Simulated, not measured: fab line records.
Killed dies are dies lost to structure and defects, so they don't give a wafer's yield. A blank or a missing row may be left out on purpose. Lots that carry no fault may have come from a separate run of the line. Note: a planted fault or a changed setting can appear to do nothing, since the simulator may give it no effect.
Chamber matching ; flow n5_finfet ; uv_cure-03 running N5_BEOL_M8_CURE_75: 3 sister chambers
The step cures SiCOH lowk, time 120 s. 3 wafers are shown with their chamber, then 12 later ones without.

== WAFERS WITH THEIR CHAMBER ==
wafer;chamber;wafer_temp_C_max
L083.5;1;372.4
L088.4;0;371.5
L093.4;2;371.5

== WAFERS WHOSE CHAMBER IS MISSING ==
wafer;wafer_temp_C_max
L094.2;371.4
L094.4;372.0
L094.6;371.8
L097.3;371.8
L097.4;371.6
L097.5;371.4
L095.1;371.3
L095.2;371.2
L095.3;371.6
L095.4;371.5
L095.5;372.0
L095.6;371.5

== EACH ONE'S CHAMBER ==
wafer;from the rows above;in truth
L094.2;can't be placed: 0 or 2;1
L094.4;can't be placed: 1 or 0 or 2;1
L094.6;can't be placed: 0 or 2 or 1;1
L097.3;can't be placed: 0 or 2 or 1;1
L097.4;can't be placed: 0 or 2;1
L097.5;can't be placed: 0 or 2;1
L095.1;can't be placed: 0 or 2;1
L095.2;can't be placed: 0 or 2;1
L095.3;can't be placed: 0 or 2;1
L095.4;can't be placed: 0 or 2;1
L095.5;can't be placed: 1 or 0 or 2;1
L095.6;can't be placed: 0 or 2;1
Placed correctly: 0 of 12. Cannot be placed on the basis of these rows: 12; the candidates contain the true chamber in 4. Number placed wrongly: 0.
How it was worked out, from the rows above alone: a wafer's distance from a chamber is the root of the sum, over the readings, of the square of ((its reading less the chamber's mean) divided by the reading's scatter). The wafer belongs to the nearest chamber; if the next one is less than 2 further off, it can't be placed. The mean given for a chamber averages the wafers shown for that chamber. The scatter (one wafer shown for each chamber): square how far every hidden wafer sits from the nearest shown wafer, average those squares and take the square root.
